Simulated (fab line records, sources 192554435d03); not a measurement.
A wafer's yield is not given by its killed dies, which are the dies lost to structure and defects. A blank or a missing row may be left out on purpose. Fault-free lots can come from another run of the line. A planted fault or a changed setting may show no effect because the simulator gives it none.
Which tool is to blame?    flow n5Finfet    69 wafers sampled from 23 lots at 1 step of a route of 1938

## WHAT EACH GAUGE READ, for each wafer
N5_ILD0_INSPECT_06: inspects for defects (darkfield).
lot   measured     on                rawDefectCount
L074  day 3 21:09  defectInspect-01  22 29 17
L075  day 3 23:34  defectInspect-01  32 17 27
L076  day 4 04:35  defectInspect-02  79 70 107
L077  day 4 11:02  defectInspect-02  50 28 60
L078  day 4 17:57  defectInspect-01  68 54 65
L079  day 4 21:35  defectInspect-01  25 25 26
L080  day 5 08:20  defectInspect-01  47 41 38
L081  day 5 12:07  defectInspect-01  25 49 39
L082  day 5 18:32  defectInspect-01  28 14 6
L083  day 6 02:52  defectInspect-02  37 50 66
L084  day 6 07:31  defectInspect-02  37 23 21
L085  day 6 16:22  defectInspect-02  28 45 30
L086  day 6 19:47  defectInspect-02  33 54 35
L087  day 7 02:38  defectInspect-01  18 56 48
L088  day 7 05:11  defectInspect-01  29 43 38
L089  day 7 11:53  defectInspect-02  23 48 65
L090  day 7 17:52  defectInspect-02  95 84 66
L093  day 8 14:16  defectInspect-02  25 21 52
L094  day 8 16:26  defectInspect-02  31 32 21
L095  day 8 23:36  defectInspect-02  24 40 33
L096  day 9 07:41  defectInspect-01  21 43 21
L097  day 9 11:49  defectInspect-01  52 60 27
L091  day 9 14:49  defectInspect-01  52 19 30

## WHICH TOOL RAN EACH LOT (tool, then ch and the chambers of the sampled wafers, then the start)
No process step before these readings appears in the record.

## WHAT THE TOOLS THEMSELVES READ (means of the sampled wafers that have a number; where no wafer has one, the mark that the record gives instead)
The record holds no such reading with a usual standard deviation.

## THE ANSWER, worked out from the rows above alone
Rule: what is usual is taken from the lots themselves. Put in order of their means at a reading, lots are off if they are a third of the lots or fewer, leave a main group of 4 or more, and stand apart from it by a gap of 3 or more times the standard deviation of the main group's means; of several such gaps the widest counts. If all means in a main group match to the digits the tables above print for the reading, that group is not used. Also off: a lot with no number at a reading for which 4 or more lots have one. All remaining lots with rows at the step are treated as sound. The gauges are gone through in route order, then the tools' own readings, and for those a lot's mean is taken as printed above. The first step at which some lot is off is used, and at that step the reading that is off furthest; a lot without a number counts as furthest.
No lot is off at any reading shown: from this, nothing can be told.

## WHAT THE SIMULATOR HAD PUT IN
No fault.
